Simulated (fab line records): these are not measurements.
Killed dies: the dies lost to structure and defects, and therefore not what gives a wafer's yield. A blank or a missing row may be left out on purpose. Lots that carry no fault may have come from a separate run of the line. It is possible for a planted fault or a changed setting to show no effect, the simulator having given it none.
fab line records | flow n5Finfet | part 2 of 2: steps 29 to 41 of 41
[record] lots = 5 | wafers = 15 | lastDay = 17
route steps=1938 shown SD_EPI_P@312 SD_ACTIVATION@330 ILD0@335 SDB@347
lots that met no fault: taken from a fault-free run of the same line
startH: the number of hours between the record's first day and the start of the first shown wafer of the lot | waitH: hours from the lot's prior step to this one | " identical to the entry in the row above | L1.1+2: one row covering several wafers at once | - no value present, or no start provided | * or withheld: withheld | < > ~ a bound
route shown NAME@n: names a module that has steps shown in the file, with the first one's number in the route | usual: average and standard deviation across the fault-free wafers | same: alike in all rows | chamber/n: place in a boat | sites: readings site by site | _std_site: standard deviation of those values | _edge_site: inner sites' mean taken away from outer sites' mean | radiusMm: for every site, how far away it sits from the centre of the wafer | mask NAME#n: copy n | behind: the last tool/chamber to shape the wafer | hold: what put the lot on hold/how long, in hours/how the hold closed | device: names the non-switching transistor (n, p or np) | end of line: the tests these same wafers got at the end of their route | for a step that has no rows: nothing shown but its recipe | killed: dies that structure and defects cost at the first sort, which is not the same as the wafer's yield | map: dies across one wafer; x = killed, . = not, _ = none there
set.NAME: the run value of the setting; set.NAME@STEP: its run value at that earlier step | model.NAME: the simulator's own value behind a step, which no gauge read
lots at some steps of the route; a table a step, a row a wafer
services: when a tool's chamber went out of use (startH, in hours from the record's first day, below 0 if earlier), for how many hours, and the reason
[[steps]]
[step N5_ILD0_THK_MEAS_08]
[usual] thkNm = 138.6/1.3
lot.wafer | tool         | chamber | startH | waitH | thkNm
L079.1    | filmMetro-01 | -       | 94.62  | -     | 138.3
L079.2    | "            | -       | "      | "     | 138.6
L079.4    | "            | -       | "      | "     | 138.3
L081.1    | filmMetro-02 | -       | 106.13 | -     | 135.9
L081.2    | "            | -       | "      | "     | 138.3
L081.6    | "            | -       | "      | "     | 136.9
L083.3    | filmMetro-02 | -       | 115.10 | -     | 136.8
L083.5    | "            | -       | "      | "     | 138.9
L083.6    | "            | -       | "      | "     | 137.4
L085.2    | filmMetro-01 | -       | 131.56 | -     | 138.0
L085.5    | "            | -       | "      | "     | 137.5
L085.6    | "            | -       | "      | "     | 139.4
L095.1    | filmMetro-02 | -       | 195.97 | -     | 140.3
L095.5    | "            | -       | "      | "     | 140.1
L095.6    | "            | -       | "      | "     | 137.0
[step N5_ILD0_PRECLEAN_10]
[recipe] chemistry = NF3:NH3 | afsCycles = 5 | timeS = 20 | tempC = 30 | sublimationTempC = 180 | sublimationTimeS = 60 | pressureTorr = 3 | rfPowerW = 30
lot.wafer  | tool            | chamber | startH | waitH
L079.1+2+4 | remotePlasma-01 | 0       | 94.66  | 0.0
L081.1+2+6 | remotePlasma-01 | 0       | 106.16 | 0.0
L083.3+5+6 | remotePlasma-02 | 0       | 115.36 | 0.3
L085.2+5+6 | remotePlasma-02 | 1       | 131.70 | 0.1
L095.1+5+6 | remotePlasma-02 | 0       | 196.01 | 0.0
[step N5_ILD0_ALD_15]
[recipe] material = SiNx | targetThkA = 240 | tempC = 400 | aldPrecursorFamily = SiH2I2 | aldCoReactant = N2/H2-plasma | pulseTimeS = 1 | aldCycles = 480 | purgeTimeS = 2 | coReactantPurgeTimeS = 2 | pressureTorr = 2
[usual] heaterPowerW = 851/57 | precursorPulseHeightRel = 1.000/0.019
lot.wafer | tool      | chamber | startH | waitH | heaterPowerW | precursorPulseHeightRel
L079.1    | aldSin-04 | 3       | 97.20  | 2.4   | 824          | 0.970
L079.2    | "         | 0       | "      | "     | 838          | 1.006
L079.4    | "         | 2       | "      | "     | 855          | 1.007
L081.1    | aldSin-01 | 3       | 106.95 | 0.7   | 893          | 0.999
L081.2    | "         | 0       | "      | "     | 922          | 1.024
L081.6    | "         | 3       | 108.03 | 1.2   | 918          | 1.022
L083.3    | aldSin-04 | 2       | 115.82 | 0.4   | 840          | 1.015
L083.5    | "         | 0       | 116.91 | 1.2   | 828          | 0.992
L083.6    | "         | 3       | "      | "     | 839          | 0.976
L085.2    | aldSin-01 | 2       | 132.29 | 0.5   | 759          | 0.995
L085.5    | "         | 0       | 133.37 | 1.2   | 931          | 1.005
L085.6    | "         | 1       | "      | "     | 887          | 0.983
L095.1    | aldSin-01 | 3       | 196.91 | 0.8   | 911          | 1.003
L095.5    | "         | 1       | 197.99 | 1.3   | 912          | 0.996
L095.6    | "         | 0       | "      | "     | 929          | 0.980
[step N5_ILD0_CMP_12]
[recipe] stopOn = poly-Si | material = SiNx | tOverpolishS = 6 | postCmpClean = alkalineBrush | downForcePsi = 2.5 | platenRpm = 51.8 | padVelocityMS = 1.0307 | targetThkNm = 17.67
[usual] motorCurrentA = 9.1/0.76 | overpolishRunS = 6.001/0.0088 | timeToEndpointS = 28.6/2.8
lot.wafer | tool   | chamber | startH | waitH | motorCurrentA | overpolishRunS | timeToEndpointS
L079.4    | cmp-04 | 1       | 99.40  | 1.1   | 9.2           | 5.998          | 29.2
L079.1    | "      | 2       | "      | "     | 7.8           | 6.005          | 26.7
L079.2    | "      | 3       | "      | "     | 10.7          | 5.998          | 35.0
L081.1    | cmp-04 | 1       | 109.22 | 1.2   | 9.0           | 6.004          | 26.1
L081.2    | "      | 2       | "      | "     | 8.0           | 6.019          | 28.6
L081.6    | "      | 3       | "      | "     | 10.2          | 6.000          | 31.5
L083.3    | cmp-02 | 2       | 118.10 | 1.2   | 9.1           | 5.992          | 28.0
L083.6    | "      | 0       | "      | "     | 8.4           | 6.008          | 28.4
L083.5    | "      | 1       | "      | "     | 9.7           | 6.002          | 31.2
L085.2    | cmp-02 | 2       | 134.53 | 1.2   | 9.9           | 5.997          | 27.5
L085.6    | "      | 1       | "      | "     | 10.0          | 6.009          | 28.6
L085.5    | "      | 2       | "      | "     | 10.1          | 6.013          | 28.1
L095.1    | cmp-04 | 2       | 199.22 | 1.2   | 7.9           | 5.995          | 24.1
L095.6    | "      | 3       | "      | "     | 10.7          | 6.016          | 30.7
L095.5    | "      | 0       | "      | "     | 8.8           | 5.988          | 26.9
[step N5_ILD0_THK_MEAS_13]
[usual] thkNm = 17.4/1.4
lot.wafer | tool         | chamber | startH | waitH | thkNm
L079.1    | filmMetro-02 | -       | 99.70  | -     | 17.0
L079.2    | "            | -       | "      | "     | 19.5
L079.4    | "            | -       | "      | "     | 17.1
L081.1    | filmMetro-02 | -       | 109.44 | -     | 17.9
L081.2    | "            | -       | "      | "     | 16.7
L081.6    | "            | -       | "      | "     | 18.9
L083.3    | filmMetro-02 | -       | 118.32 | -     | 16.2
L083.5    | "            | -       | "      | "     | 18.6
L083.6    | "            | -       | "      | "     | 15.6
L085.2    | filmMetro-02 | -       | 134.78 | -     | 16.9
L085.5    | "            | -       | "      | "     | 16.5
L085.6    | "            | -       | "      | "     | 18.3
L095.1    | filmMetro-01 | -       | 199.40 | -     | 17.4
L095.5    | "            | -       | "      | "     | 17.6
L095.6    | "            | -       | "      | "     | 20.5
[step N5_ILD0_INSPECT_06]
[recipe] inspectInstrument = darkfield | mode = postCmp
[usual] rawDefectCount = 39/20
lot.wafer | tool             | chamber | startH | waitH | rawDefectCount
L079.1    | defectInspect-01 | -       | 99.72  | 0.0   | 29
L079.2    | "                | -       | "      | "     | 40
L079.4    | "                | -       | "      | "     | 72
L081.1    | defectInspect-02 | -       | 109.47 | 0.0   | 61
L081.2    | "                | -       | "      | "     | 74
L081.6    | "                | -       | "      | "     | 135
L083.3    | defectInspect-01 | -       | 118.34 | 0.0   | 59
L083.5    | "                | -       | "      | "     | 43
L083.6    | "                | -       | "      | "     | 30
L085.2    | defectInspect-01 | -       | 134.81 | 0.0   | 17
L085.5    | "                | -       | "      | "     | 27
L085.6    | "                | -       | "      | "     | 27
L095.1    | defectInspect-01 | -       | 199.43 | 0.0   | 86
L095.5    | "                | -       | "      | "     | 23
L095.6    | "                | -       | "      | "     | 48
[step N5_SDB_HM_DEP_00]
[recipe] material = SiNx | targetThkA = 400 | tempC = 400 | precursor = SiH4/NH3/N2 | pressureTorr = 1.5 | rfW = 300 | timeS = 35.3
[usual] heaterPowerW = 759/95 | showerheadPlenumPTorr = 5.13/0.072 | throttleValvePct = 41/3.2
lot.wafer | tool     | chamber | startH | waitH | heaterPowerW | showerheadPlenumPTorr | throttleValvePct
L079.1    | pecvd-01 | 1       | 99.76  | 0.0   | 825          | 5.13                  | 40
L079.2    | "        | 0       | "      | "     | 902          | 5.18                  | 48
L079.4    | "        | 2       | "      | "     | 657          | 5.02                  | 39
L081.1    | pecvd-02 | 0       | 109.51 | 0.0   | 822          | 5.25                  | 39
L081.2    | "        | 2       | "      | "     | 722          | 5.12                  | 38
L081.6    | "        | 1       | "      | "     | 717          | 5.04                  | 39
L083.3    | pecvd-02 | 0       | 118.38 | 0.0   | 832          | 5.25                  | 39
L083.5    | "        | 0       | "      | "     | 861          | 5.26                  | 39
L083.6    | "        | 1       | "      | "     | 737          | 5.04                  | 39
L085.2    | pecvd-01 | 1       | 134.85 | 0.0   | 929          | 5.14                  | 40
L085.5    | "        | 0       | "      | "     | 922          | 5.18                  | 48
L085.6    | "        | 1       | "      | "     | 901          | 5.14                  | 41
L095.1    | pecvd-02 | 2       | 199.46 | 0.0   | 723          | 5.10                  | 38
L095.5    | "        | 1       | "      | "     | 693          | 5.03                  | 39
L095.6    | "        | 2       | "      | "     | 720          | 5.11                  | 38
[step N5_SDB_COAT_03]
[recipe] resist = SOC | tempC = 250 | timeS = 60 | spinRpm = 1500 | resistThkNm = 100
lot.wafer  | tool          | chamber | startH | waitH
L079.1+2+4 | lithoTrack-04 | 0       | 99.84  | 0.1
L081.1+2+6 | lithoTrack-02 | 0       | 109.59 | 0.1
L083.3+5+6 | lithoTrack-05 | 0       | 118.46 | 0.1
L085.2+5+6 | lithoTrack-05 | 0       | 134.93 | 0.1
L095.1+5+6 | lithoTrack-05 | 0       | 199.55 | 0.1
[step N5_SDB_COAT_04]
[recipe] resist = SiARC | tempC = 220 | timeS = 60 | spinRpm = 1500 | resistThkNm = 18
lot.wafer  | tool          | chamber | startH | waitH
L079.1+2+4 | lithoTrack-04 | 0       | -      | -
L081.1+2+6 | lithoTrack-02 | 0       | -      | -
L083.3+5+6 | lithoTrack-05 | 0       | -      | -
L085.2+5+6 | lithoTrack-05 | 0       | -      | -
L095.1+5+6 | lithoTrack-05 | 0       | -      | -
[step N5_SDB_COAT_05]
[recipe] resist = CAR-ArF | spinRpm = 1500 | resistThkNm = 90
lot.wafer  | tool          | chamber | startH | waitH
L079.1+2+4 | lithoTrack-04 | 0       | -      | -
L081.1+2+6 | lithoTrack-02 | 0       | -      | -
L083.3+5+6 | lithoTrack-05 | 0       | -      | -
L085.2+5+6 | lithoTrack-05 | 0       | -      | -
L095.1+5+6 | lithoTrack-05 | 0       | -      | -
[step N5_SDB_EBR_07]
[recipe] solvent = PGMEA | ebrWidthMm = 1.5
lot.wafer  | tool          | chamber | startH | waitH
L079.1+2+4 | lithoTrack-04 | 0       | -      | -
L081.1+2+6 | lithoTrack-02 | 0       | -      | -
L083.3+5+6 | lithoTrack-05 | 0       | -      | -
L085.2+5+6 | lithoTrack-05 | 0       | -      | -
L095.1+5+6 | lithoTrack-05 | 0       | -      | -
[step N5_SDB_SOFTBAKE_06]
[recipe] tempC = 110 | timeS = 60 | resist = CAR-ArF
lot.wafer  | tool          | chamber | startH | waitH
L079.1+2+4 | lithoTrack-04 | 0       | -      | -
L081.1+2+6 | lithoTrack-02 | 0       | -      | -
L083.3+5+6 | lithoTrack-05 | 0       | -      | -
L085.2+5+6 | lithoTrack-05 | 0       | -      | -
L095.1+5+6 | lithoTrack-05 | 0       | -      | -
[step N5_SDB_EXPOSE_08]
[recipe] maskId = SDB | na = 1.35 | sourceShape = conventional | sigmaOuter = 0.5 | polarization = unpolarized | doseMj = 49.6
lot.wafer  | tool           | chamber | startH | waitH | mask
L079.1+2+4 | arfiScanner-03 | 0       | 99.96  | -     | SDB#0
L081.1+2+6 | arfiScanner-01 | 0       | 109.71 | -     | SDB#0
L083.3+5+6 | arfiScanner-01 | 0       | 118.72 | -     | SDB#0
L085.2+5+6 | arfiScanner-01 | 0       | 135.18 | -     | SDB#0
L095.1+5+6 | arfiScanner-01 | 0       | 199.79 | -     | SDB#0
[[services]]
tool           | chamber | startH | hours | kind
arfiScanner-01 | -       | 67.32  | 1.0   | pm
arfiScanner-01 | -       | 69.08  | 2.7   | repair
aldSin-01      | 2       | 70.48  | 2.3   | repair
cmp-02         | -       | 71.33  | 4.0   | pm
arfiScanner-01 | -       | 74.66  | 0.5   | repair
epiRpcvd-01    | -       | 79.69  | 4.1   | repair
aldSin-01      | -       | 85.47  | 14.0  | pm
cmp-02         | -       | 87.39  | 4.7   | pm
cmp-04         | -       | 91.78  | 4.1   | repair
rieDiel-01     | 2       | 92.69  | 10.4  | repair
rieDiel-02     | -       | 97.54  | 0.5   | repair
aldSin-01      | 2       | 103.09 | 21.5  | repair
fcvd-01        | 0       | 108.85 | 4.7   | repair
arfiScanner-01 | -       | 112.24 | 3.9   | pm
wetBench-02    | -       | 112.40 | 1.9   | pm
rieDiel-02     | -       | 113.36 | 0.2   | repair
rieDiel-01     | 0       | 117.13 | 8.1   | repair
cmp-04         | -       | 119.22 | 1.5   | repair
rieDiel-02     | 1       | 122.10 | 29.3  | repair
arfiScanner-01 | -       | 125.51 | 1.3   | pm
wetBench-02    | -       | 137.74 | 4.4   | pm
cmp-02         | -       | 151.78 | 0.3   | repair
aldSin-01      | 2       | 169.33 | 3.1   | repair
rtpAnneal-01   | -       | 190.38 | 1.0   | pm
